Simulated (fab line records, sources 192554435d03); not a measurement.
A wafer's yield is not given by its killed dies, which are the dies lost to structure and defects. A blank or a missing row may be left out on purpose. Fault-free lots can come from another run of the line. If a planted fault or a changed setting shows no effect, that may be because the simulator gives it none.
fab line records | flow n5-finfet
[record] lots = 3 | wafers = 9 | last-day = 17
route steps=1938 shown MOL_CONTACT_COAG@629 BEOL_M0_SAQP@632 BEOL_M0_CUTY@710 BEOL_M4@1111 PASSIVATION@1936
lots that met no fault: from a run of the same line without faults
start-h: hours from the record's first day to the start of the lot's first wafer shown | wait-h: how many hours have passed since the lot's step before this one | " the same as in the row above | L1.1+2: a row that stands for several wafers | - no value, or no start was given | * or withheld: withheld | < > ~ a bound
route shown NAME@n: NAME is a module with steps in the file, n the number in the route of the first one | usual: mean and standard deviation over wafers with no fault | same: alike in all rows | chamber/n: place in a boat | sites: each site's reading | _std_site: the standard deviation of these | _edge_site: mean of outer sites minus mean of inner sites | radius-mm: for every site, how far away it sits from the centre of the wafer | mask NAME#n: copy n | behind: the last tool/chamber to shape the wafer | hold: what put the lot on hold/how long, in hours/how the hold closed | device: transistor that didn't switch, given as n, p or np | end of line: the tests these same wafers got at the end of their route | a step with no rows: only its recipe | killed: at the first sort, the dies lost to defects and structure; wafer yield is something else | map: a wafer's dies, x killed, . not, _ none there
set.NAME: the setting the step ran with; set.NAME@STEP: the setting that earlier step ran with | model.NAME: the simulator's own value behind a step, which no gauge read
lots seen at some steps along the route; tables by step, rows by wafer
services: when a tool's chamber went out of use (start-h, in hours from the record's first day, below 0 if earlier), for how many hours, and the reason
[[steps]]
[step N5_MOL_CONTACT_COAG_ANNEAL_112]
[recipe] temp-c = 400 | time-s = 1800 | ambient = HPD2 | pressure-atm = 10
[step N5_BEOL_M0_SAQP_PECVD_00]
[recipe] material = SiCN | target-thk-a = 80 | temp-c = withheld | precursor = 3MS/NH3 | pressure-torr = 3 | rf-w = 202 | time-s = 14
[step N5_BEOL_M0_SAQP_ILD_DEP_01]
[recipe] material = SiOC | target-thk-a = 454.19 | temp-c = 350 | precursor = DEMS/O2 | pressure-torr = 5 | rf-w = 500 | time-s = 8.7
[step N5_BEOL_M0_SAQP_HM_DEP_02]
[recipe] material = TiN | target-thk-a = 120 | temp-c = 25 | chamber-pressure-pa = 0.49996
[step N5_BEOL_M0_SAQP_PECVD_03]
[recipe] material = SiCN | target-thk-a = 120 | temp-c = withheld | precursor = 3MS/NH3 | pressure-torr = 3 | rf-w = 202 | time-s = 21.1
[step N5_BEOL_M0_SAQP_PECVD_96]
[recipe] material = a-Si | target-thk-a = 450 | temp-c = 350 | precursor = SiH4/He | pressure-torr = 3 | rf-w = 100 | time-s = 45.2
[step N5_BEOL_M0_SAQP_PECVD_97]
[recipe] material = SiNx | target-thk-a = 230 | temp-c = 350 | precursor = SiH4/NH3/N2 | pressure-torr = 1.5 | rf-w = 300 | time-s = 19.9
[step N5_BEOL_M0_SAQP_PECVD_04]
[recipe] material = a-Si | target-thk-a = 600 | temp-c = 350 | precursor = SiH4/He | pressure-torr = 3 | rf-w = 100 | time-s = 60.2
[step N5_BEOL_M0_SAQP_HM_DEP_111]
[recipe] material = SiO2 | target-thk-a = 120 | temp-c = 400 | precursor = SiH4/N2O | pressure-torr = 0.75 | rf-w = 275 | time-s = 7.2
[usual] heater-power-w = 754/90 | showerhead-plenum-p-Torr = 8.18/0.14
lot.wafer | tool     | chamber | start-h | wait-h | heater-power-w | showerhead-plenum-p-Torr
L815.1    | pecvd-04 | 0       | 120.35  | 0.0    | 657            | 8.25
L815.2    | "        | 1       | "       | "      | 711            | 8.30
L815.5    | "        | 2       | "       | "      | 687            | 8.00
L824.1    | pecvd-04 | 1       | 233.80  | 0.0    | 745            | 8.31
L824.3    | "        | 2       | "       | "      | 591            | 7.97
L824.5    | "        | 2       | "       | "      | 608            | 7.96
L827.1    | pecvd-01 | 0       | 234.04  | 0.1    | 770            | 8.41
L827.4    | "        | 0       | "       | "      | 778            | 8.41
L827.6    | "        | 1       | "       | "      | 727            | 8.18
[step N5_BEOL_M0_SAQP_COAT_81]
[recipe] resist = SOC | temp-c = 250 | time-s = 60 | spin-rpm = 1500 | resist-thk-nm = 100
[step N5_BEOL_M0_SAQP_COAT_82]
[recipe] resist = SiARC | temp-c = 220 | time-s = 60 | spin-rpm = 1500 | resist-thk-nm = 30
[step N5_BEOL_M0_SAQP_COAT_08]
[recipe] resist = CAR-ArF | spin-rpm = 1500 | resist-thk-nm = 90
[step N5_BEOL_M0_SAQP_EBR_10]
[recipe] solvent = PGMEA | ebr-width-mm = 1.5
[step N5_BEOL_M0_SAQP_SOFTBAKE_09]
[recipe] temp-c = 110 | time-s = 60 | resist = CAR-ArF
[step N5_BEOL_M0_SAQP_EXPOSE_11]
[recipe] mask-id = M0_CORE | na = 1.35 | source-shape = dipole | sigma-inner = 0.538 | sigma-outer = 0.738 | polarization = te | target-cd-nm = 42 | dose-mj = 55
[step N5_BEOL_M0_SAQP_PEB_12]
[recipe] peb-temp-c = withheld | peb-time-s = 60 | resist = CAR-ArF
[step N5_BEOL_M0_SAQP_DEVELOP_13]
[recipe] develop-time-s = 30 | developer = TMAH | resist = CAR-ArF | dev-temp-c = 23 | rinse-liquid = diw | dry = air-spin
[step N5_BEOL_M0_SAQP_DESCUM_19]
[recipe] chemistry = O2 | time-s = 7.9 | source-power-w = 50 | bias-power-w = 20 | pressure-mtorr = 20 | rf-frequency-hz = 2.712e+07 | temp-c = 40 | resist = CAR-ArF | o2-flow-sccm = 225
[step N5_BEOL_M0_SAQP_ETCH_83]
[recipe] chemistry = CF4 | target = SiARC | target-depth-a = 390 | mask-material = CAR-ArF | time-s = 65 | ion-energy-ev = 80 | pressure-mtorr = 40 | source-w = 545 | bias-w = 36 | Ar_flow_sccm = 100 | cf4-flow-sccm = 100 | ends = cleared
[step N5_BEOL_M0_SAQP_ETCH_84]
[recipe] chemistry = N2/H2 | target = SOC | target-depth-a = 1000 | overetch-a = 200 | mask-material = SiARC | temp-c = 40 | time-s = 150 | ion-energy-ev = 200 | pressure-mtorr = 30 | source-w = 840 | bias-w = 150 | n2-flow-sccm = 200 | h2-flow-sccm = 200
[step N5_BEOL_M0_SAQP_STRIP_80]
[recipe] chemistry = N2/H2 | temp-c = 40 | n2-flow-sccm = 200 | h2-flow-sccm = 200 | rf-frequency-hz = 6e+07
[step N5_BEOL_M0_SAQP_HM_OPEN_112]
[recipe] chemistry = CHF3/O2 | target = SiO2 | stop-on = a-Si | target-depth-a = 120 | over-etch-frac = 1.25 | mask-material = SOC | time-s = 13.5 | pressure-mtorr = 30 | source-w = 650 | bias-w = 170 | Ar_flow_sccm = 200 | CHF3_flow_sccm = 50 | O2_flow_sccm = 5 | ion-energy-ev = 200 | ends = end-point
[step N5_BEOL_M0_SAQP_STRIP_113]
[recipe] chemistry = CHF3/O2 | resist = SiARC | rf-frequency-hz = 6e+07
[step N5_BEOL_M0_SAQP_MANDREL_ETCH_20]
[recipe] target-depth-a = 600 | chemistry = HBr/Cl2 | target = a-Si | stop-on = SiNx | bt-time-s = 10 | mask-material = SOC | over-etch-frac = 0.5 | time-s = 30 | pressure-mtorr = 10 | icp-w = 800 | bias-w = 75 | HBr_flow_sccm = 150 | Cl2_flow_sccm = 80 | ends = end-point
[step N5_BEOL_M0_SAQP_STRIP_86]
[recipe] chemistry = N2/H2 | power-w = 500 | temp-c = 40 | pressure-mtorr = 50 | rf-frequency-hz = 6e+07 | overash-fraction = 0.3 | bias-power-w = 28 | h2-frac = 0.5 | n2-flow-sccm = 300 | h2-flow-sccm = 300
[step N5_BEOL_M0_SAQP_STRIP_115]
[recipe] chemistry = post-etch-residue-remover | time-s = 60 | temp-c = 25 | remover-ph = withheld | remover-water-wt-pct = withheld | remover-fluoride-wt-pct = withheld
[step N5_BEOL_M0_SAQP_SRD_93]
[recipe] dry = ipa-marangoni | time-s = 30 | temp-c = 23 | rinse-liquid = diw
[step N5_BEOL_M0_SAQP_RECESS_114]
[recipe] chemistry = HF/NH3 | target = SiO2 | target-depth-a = 144 | afs-cycles = 3 | temp-c = 30 | sublimation-temp-c = 180 | sublimation-time-s = 60
[step N5_BEOL_M0_SAQP_SPACER1_ALD_98]
[recipe] material = SiO2 | target-thk-a = 128 | temp-c = 300 | ald-precursor-family = BDEAS | ald-co-reactant = O2-plasma | pulse-time-s = 1 | purge-time-s = 2 | co-reactant-purge-time-s = 2 | ald-cycles = 138 | pressure-torr = 2
[step N5_BEOL_M0_SAQP_SPACER1_ETCHBACK_99]
[recipe] chemistry = CHF3/O2 | mode = anisotropic-etchback | target = SiO2 | target-depth-a = 154 | time-s = 7.7 | pressure-mtorr = 30 | source-w = 650 | bias-w = 170 | Ar_flow_sccm = 200 | CHF3_flow_sccm = 50 | O2_flow_sccm = 5 | ion-energy-ev = 200
[step N5_BEOL_M0_SAQP_MANDREL1_REMOVE_100]
[recipe] chemistry = HBr/Cl2/O2 | bt-time-s = 10 | target = a-Si | stop-on = SiNx | endpoint = OES-SiCl | over-etch-frac = 0.85 | icp-w = 600 | bias-w = 30 | HBr_flow_sccm = 150 | Cl2_flow_sccm = 80 | O2_flow_sccm = 5 | pressure-mtorr = 10
[step N5_BEOL_M0_SAQP_ETCH_101]
[recipe] chemistry = CH3F/O2 | target = SiNx | mask-material = SiO2 | target-depth-a = 299 | time-s = 42.7 | pressure-mtorr = 30 | source-w = 395 | bias-w = 73 | Ar_flow_sccm = 150 | CH3F_flow_sccm = 30 | O2_flow_sccm = 20 | ion-energy-ev = 120
[step N5_BEOL_M0_SAQP_ETCH_102]
[recipe] chemistry = CF4 | target = SiO2 | target-depth-a = 40 | ion-energy-ev = 350 | time-s = 4.4 | pressure-mtorr = 10 | icp-w = 800 | bias-w = 400 | cf4-flow-sccm = 80
[step N5_BEOL_M0_SAQP_MANDREL_ETCH_103]
[recipe] chemistry = HBr/Cl2 | target = a-Si | target-depth-a = 450 | bt-time-s = 10 | stop-on = SiCN | mask-material = SiO2 | over-etch-frac = 0.8 | time-s = 27 | pressure-mtorr = 10 | icp-w = 800 | bias-w = 75 | HBr_flow_sccm = 150 | Cl2_flow_sccm = 80 | ends = end-point
[step N5_BEOL_M0_SAQP_INSPECT_42]
[recipe] mode = adi | inspect-instrument = brightfield
[usual] raw-defect-count = 276/79
lot.wafer | tool              | chamber | start-h | wait-h | raw-defect-count
L815.1    | defect-inspect-01 | -       | 124.62  | 0.1    | 419
L815.2    | "                 | -       | "       | "      | 300
L815.5    | "                 | -       | "       | "      | 354
L824.1    | defect-inspect-02 | -       | 239.94  | 0.1    | 566
L824.3    | "                 | -       | "       | "      | 187
L824.5    | "                 | -       | "       | "      | 361
L827.1    | defect-inspect-01 | -       | 239.99  | 0.1    | 176
L827.4    | "                 | -       | "       | "      | 199
L827.6    | "                 | -       | "       | "      | 219
[step N5_BEOL_M0_CUTY_INSPECT_59]
[recipe] mode = adi | inspect-instrument = macro
[usual] raw-defect-count = 2.1/1.4
lot.wafer | tool              | chamber | start-h | wait-h | raw-defect-count
L815.1    | defect-inspect-02 | -       | 126.02  | 0.0    | 1
L815.2    | "                 | -       | "       | "      | 1
L815.5    | "                 | -       | "       | "      | 3
L824.1    | defect-inspect-02 | -       | 242.34  | 0.0    | 258
L824.3    | "                 | -       | "       | "      | 3
L824.5    | "                 | -       | "       | "      | 4
L827.1    | defect-inspect-02 | -       | 242.57  | 0.0    | 0
L827.4    | "                 | -       | "       | "      | 2
L827.6    | "                 | -       | "       | "      | 3
[step N5_BEOL_M4_RC_MEAS_101]
[usual] DIBL_N = 36.3/1.9 | DIBL_P = 36.0/2.1 | IOFF_N = 0.16/0.031 | IOFF_P = 0.21/0.035 | ION_N = 675/14 | ION_P = 464/8.5 | SS_N = 71.5/0.6 | SS_P = 73.3/0.72 | VT_N = 250/3.2 | VT_P = -250/3.1
lot.wafer | tool      | chamber | start-h | wait-h | DIBL_N[mV/V] | DIBL_P[mV/V] | IOFF_N[nA/um] | IOFF_P[nA/um] | ION_N[uA/um] | ION_P[uA/um] | SS_N[mV/dec] | SS_P[mV/dec] | VT_N[mV] | VT_P[mV]
L815.1    | prober-01 | 0       | 173.88  | 0.0    | 33.3         | 32.1         | 0.11          | 0.15          | 658          | 456          | 70.6         | 72.4         | 255      | -256
L815.2    | "         | 0       | "       | "      | 34.7         | 33.8         | 0.13          | 0.16          | 672          | 460          | 70.7         | 72.0         | 253      | -255
L815.5    | "         | 0       | "       | "      | 35.3         | 33.9         | 0.13          | 0.16          | 662          | 446          | 71.4         | 73.6         | 255      | -256
L827.1    | prober-01 | 0       | 285.09  | 0.0    | 35.8         | 33.6         | 0.14          | 0.18          | 661          | 454          | 71.6         | 72.2         | 252      | -251
L827.4    | "         | 0       | "       | "      | 36.8         | 35.1         | 0.16          | 0.21          | 680          | 472          | 71.9         | 73.1         | 249      | -248
L827.6    | "         | 0       | "       | "      | 35.7         | 33.7         | 0.14          | 0.19          | 679          | 475          | 72.4         | 72.7         | 250      | -251
L824.1    | prober-01 | 0       | 295.46  | 0.0    | 37.8         | 35.8         | 0.18          | 0.22          | 679          | 465          | 70.9         | 72.6         | 251      | -249
L824.3    | "         | 0       | "       | "      | 34.0         | 32.2         | 0.12          | 0.18          | 685          | 467          | 70.2         | 72.3         | 255      | -248
L824.5    | "         | 0       | "       | "      | 37.2         | 36.0         | 0.18          | 0.24          | 704          | 478          | 71.2         | 73.6         | 246      | -247
[step N5_PASSIVATION_PROBE_49]
[usual] defect-limited-yield = 91.0/1.5 | killed_at_M0_to_M3 = 32/9.6 | killed_at_M4_up = 13/4.7 | killed-at-contacts = 13/7.2 | killed-at-front-end = 44/13 | killed-at-other = 4/3.4 | killed-dies = 106/18 | killed-on-rim = 14/4.2 | killed-open = 70/13 | killed-short = 35/8 | sort_bin_5_function = 5.3/0.97 | sort_bin_6_memory = 3.4/0.73 | sort-n-pass = 1074/18 | sort-yield-pct = 91.0/1.5
[same] gross-dies = 1180 | killed-at-back-side = 0 | sort_bin_4_leakage[%] = 0 | sort_bin_8_speed[%] = 0
lot.wafer | tool      | chamber | start-h | wait-h | defect-limited-yield[%] | killed_at_M0_to_M3 | killed_at_M4_up | killed-at-contacts | killed-at-front-end | killed-at-other | killed-dies | killed-on-rim | killed-open | killed-short | sort_bin_5_function[%] | sort_bin_6_memory[%] | sort-n-pass | sort-yield-pct[%]
L815.1    | prober-01 | -       | 255.70  | 0.0    | 91.3                    | 18                 | 11              | 18                 | 52                  | 4               | 103         | 10            | 78          | 24           | 5.1                    | 3.4                  | 1077        | 91.3
L815.2    | prober-01 | -       | 255.75  | 0.1    | 91.5                    | 29                 | 16              | 12                 | 42                  | 1               | 100         | 18            | 71          | 28           | 5.2                    | 3.0                  | 1080        | 91.5
L815.5    | prober-01 | -       | 255.90  | 0.2    | 88.2                    | 37                 | 9               | 30                 | 57                  | 6               | 139         | 18            | 98          | 38           | 7.4                    | 4.2                  | 1041        | 88.2
L827.1    | prober-02 | -       | 375.90  | 0.0    | 92.1                    | 49                 | 14              | 10                 | 17                  | 3               | 93          | 14            | 68          | 21           | 5.3                    | 2.4                  | 1087        | 92.1
L827.4    | prober-02 | -       | 376.05  | 0.2    | 91.7                    | 28                 | 17              | 5                  | 43                  | 5               | 98          | 19            | 65          | 30           | 5.1                    | 3.1                  | 1082        | 91.7
L827.6    | prober-02 | -       | 376.15  | 0.3    | 91.4                    | 43                 | 16              | 15                 | 26                  | 1               | 101         | 16            | 63          | 35           | 5.4                    | 2.6                  | 1079        | 91.4
L824.1    | prober-01 | -       | 402.40  | 0.0    | 83.6                    | 117                | 11              | 5                  | 60                  | 1               | 194         | 22            | 76          | 40           | 10.5                   | 4.3                  | 986         | 83.6
L824.3    | prober-01 | -       | 402.50  | 0.1    | 86.1                    | 53                 | 16              | 18                 | 73                  | 4               | 164         | 27            | 104         | 58           | 7.8                    | 5.6                  | 1016        | 86.1
L824.5    | prober-01 | -       | 402.60  | 0.2    | 87.3                    | 39                 | 9               | 8                  | 92                  | 2               | 150         | 17            | 103         | 46           | 7.5                    | 4.8                  | 1030        | 87.3
// killed by level:class
L815.1 STI_FIN_REVEAL:geometric-particle:open=31 MOL_CONTACT_COAG:geometric-particle:open=16 STI_FIN_REVEAL:geometric-particle:short=7 BEOL_M2:geometric-particle:open=6 BEOL_M4:geometric-particle:open=5 BEOL_M0_SAQP:geometric-particle:open=4 BEOL_M0_SAQP:geometric-particle:short=3 BEOL_M3:geometric-particle:open=3
L815.2 STI_FIN_REVEAL:geometric-particle:open=17 MOL_CONTACT_COAG:geometric-particle:open=9 BEOL_M0_SAQP:geometric-particle:short=8 FIN_SAQP:geometric-particle:open=7 BEOL_M3:geometric-particle:open=7 BEOL_M6:geometric-particle:open=5 DUMMY_GATE:geometric-particle:open=4 GATE_CUT:geometric-particle:short=4
L815.5 MOL_CONTACT_COAG:geometric-particle:open=26 STI_FIN_REVEAL:geometric-particle:open=19 BEOL_M0_SAQP:geometric-particle:open=12 BEOL_M0_SAQP:geometric-particle:short=11 DUMMY_GATE:geometric-particle:open=10 FIN_SAQP:geometric-particle:open=8 FIN_SAQP:geometric-particle:short=6 BEOL_M2:geometric-particle:open=5
L827.1 BEOL_M0_SAQP:geometric-particle:open=15 BEOL_M1:geometric-particle:open=10 MOL_CONTACT_COAG:geometric-particle:open=9 BEOL_M0:geometric-particle:short=8 BEOL_M2:geometric-particle:open=6 STI_FIN_REVEAL:geometric-particle:open=5 DUMMY_GATE:geometric-particle:open=4 FIN_SAQP:geometric-particle:open=3
L827.4 BEOL_M0_SAQP:geometric-particle:open=11 FIN_SAQP:geometric-particle:short=10 FIN_SAQP:geometric-particle:open=9 STI_FIN_REVEAL:geometric-particle:open=8 BEOL_M0_SAQP:geometric-particle:short=6 MOL_CONTACT_COAG:geometric-particle:open=5 DUMMY_GATE:geometric-particle:open=5 MIM_BOT:geometric-particle:short=4
L827.6 BEOL_M0_SAQP:geometric-particle:open=12 MOL_CONTACT_COAG:geometric-particle:open=11 BEOL_M0_SAQP:geometric-particle:short=8 BEOL_M0:geometric-particle:short=8 BEOL_M2:geometric-particle:open=6 FIN_SAQP:geometric-particle:open=5 FIN_SAQP:geometric-particle:short=5 BEOL_M4:geometric-particle:open=5
L824.1 BEOL_M0_SAQP:unspecified=75 FIN_SAQP:geometric-particle:open=20 BEOL_M0_SAQP:geometric-particle:open=13 BEOL_M0_SAQP:geometric-particle:short=12 STI_FIN_REVEAL:geometric-particle:open=11 DUMMY_GATE:geometric-particle:open=6 FIN_SAQP:geometric-particle:short=5 STI_FIN_REVEAL:geometric-particle:short=4
L824.3 FIN_SAQP:geometric-particle:open=19 STI_FIN_REVEAL:geometric-particle:open=18 BEOL_M0_SAQP:geometric-particle:short=17 BEOL_M0_SAQP:geometric-particle:open=13 MOL_CONTACT_COAG:geometric-particle:open=13 FIN_SAQP:geometric-particle:short=10 BEOL_M0:geometric-particle:open=8 GATE_CUT:geometric-particle:short=7
L824.5 FIN_SAQP:geometric-particle:open=29 STI_FIN_REVEAL:geometric-particle:open=18 FIN_SAQP:geometric-particle:short=14 DUMMY_GATE:geometric-particle:open=13 BEOL_M0_SAQP:geometric-particle:open=12 BEOL_M0_SAQP:geometric-particle:short=12 MOL_CONTACT_COAG:geometric-particle:open=7 BEOL_M1:geometric-particle:open=7
// map L824.1 (x killed, . not)
_________________xxxxxxxxxx.x________________
______________..x.xxxxxxxxxxx..._____________
___________..x..xxxxxxxx.xxx.xx....__________
__________...x..xxxxxxxxxxxxxxx....x_________
________.....x..xxx..xxxxx.x.........._______
_______.......x...xxxxxxx.xxx........x.______
______x.....x.....x.x.xxx.x.......x....._____
_____......x.x........xx.x.x.x........x..____
____................x...............x.....___
___..x.....................................__
___........x.......x.......xx..............__
__........x....x..x..................x.....x_
__..............x.................x.x...x..._
_x........xx.x...x.........xx................
_.....x..x......x...x.......x......x.........
_........x.x......xx...x.....................
_........x....x....x............x...x........
_......................x..........x..x.....x.
_......x.x................x............x.x...
_....x........xx...x....x..........xx.xx..x..
_....x..x...........x...................x....
__.......................x.................._
__........x......x...x.........x....x.x....._
___....x.xx.x.....x..x....................x__
___..x...............x...........x.........__
____.....x......x.......x......x..........___
_____..............x.....................____
______.....x........................x..._____
_______............x...............x...______
________.x........x......xx....x..x..._______
__________..x.....x..........x.x...._________
___________....x..............x....__________
______________.................._____________
_________________........x...________________
// map L815.5 (x killed, . not)
_________________.....x......________________
______________...x......x.....x._____________
___________........................__________
__________.....x.x.................._________
________....x......x.................._______
_______..x....x......x..........x......______
______.x...x................xx....x..x.._____
_____.x......x.....x.............x.......____
____.......x.x.............x........x.....___
___.........x...........x........x......x..__
___..x.....x...x......x.............x......__
__..........x.................x......xx....._
__....................x........x........x..x_
_x.................x....x.x...........x......
_..x..xx..........x..........x.....xx....x...
_.x.........................xxx..............
_........xx........x.x..x....x...............
_x.....x..x.........x................x.......
_..xx.........x..x...........................
_.............xxx.x...x...........x..........
_..................x.....x...x.x.......x....x
__............x..................x........x._
__..........................x..............x_
___....................................x...__
___..x.x.............x.x....x.x.xx.x.......__
____......x.xx....xx..........x.x..x......___
_____....x...xx........x....x......x.....____
______....x....x........................_____
_______.x...........x.........x..x.....______
________..x...x....x...xx.........x..._______
__________.........................._________
___________...x..x..x...x..........__________
______________...x......x.x.x..._____________
_________________x.x........x________________
[[services]]
tool     | chamber | start-h | hours | kind
pecvd-04 | 2       | 124.66  | 5.0   | scheduled-down
pecvd-04 | 0       | 128.16  | 4.9   | repair
pecvd-04 | 2       | 129.89  | 5.5   | scheduled-down
pecvd-01 | -       | 157.17  | 2.1   | repair
pecvd-04 | 2       | 191.56  | 2.1   | scheduled-down
pecvd-04 | 2       | 202.38  | -     | clean
pecvd-04 | 2       | 202.38  | -     | consumable-replace:showerhead
pecvd-04 | 2       | 202.38  | 29.0  | scheduled-down
pecvd-04 | 2       | 202.38  | 29.0  | vent-cycle
pecvd-01 | 0       | 210.55  | 5.5   | scheduled-down
pecvd-01 | 2       | 216.01  | 5.5   | scheduled-down
pecvd-01 | 2       | 233.55  | 2.1   | scheduled-down
[[key]]
[first-sign] step = N5_BEOL_M0_SAQP_INSPECT_42 | reading = raw-defect-count | direction = up | sigmas = 3.7 | usual = 276 | struck = 566
[effect] step = N5_BEOL_M0_CUTY_INSPECT_59 | reading = raw-defect-count | direction = up | sigmas = 99+ | usual = 2.1 | struck = 258
[effect] step = N5_PASSIVATION_PROBE_49 | reading = killed_at_M0_to_M3 | direction = up | sigmas = 8.9 | usual = 32 | struck = 117
[more-kills-born-at] N5_BEOL_M0_SAQP_HM_DEP_111@pecvd-04 = 75
met-at N5_BEOL_M0_SAQP_HM_DEP_111
struck-wafers L824.1
onset-between 120.35 233.80
[fault] kind = chamber-particle-source | tool = pecvd-04 | chamber = 1 | onset-h = 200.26 | steps = N5_BEOL_M0_SAQP_HM_DEP_111 | rate-per-visit-cm2 = 0.37881 | end-h = 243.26
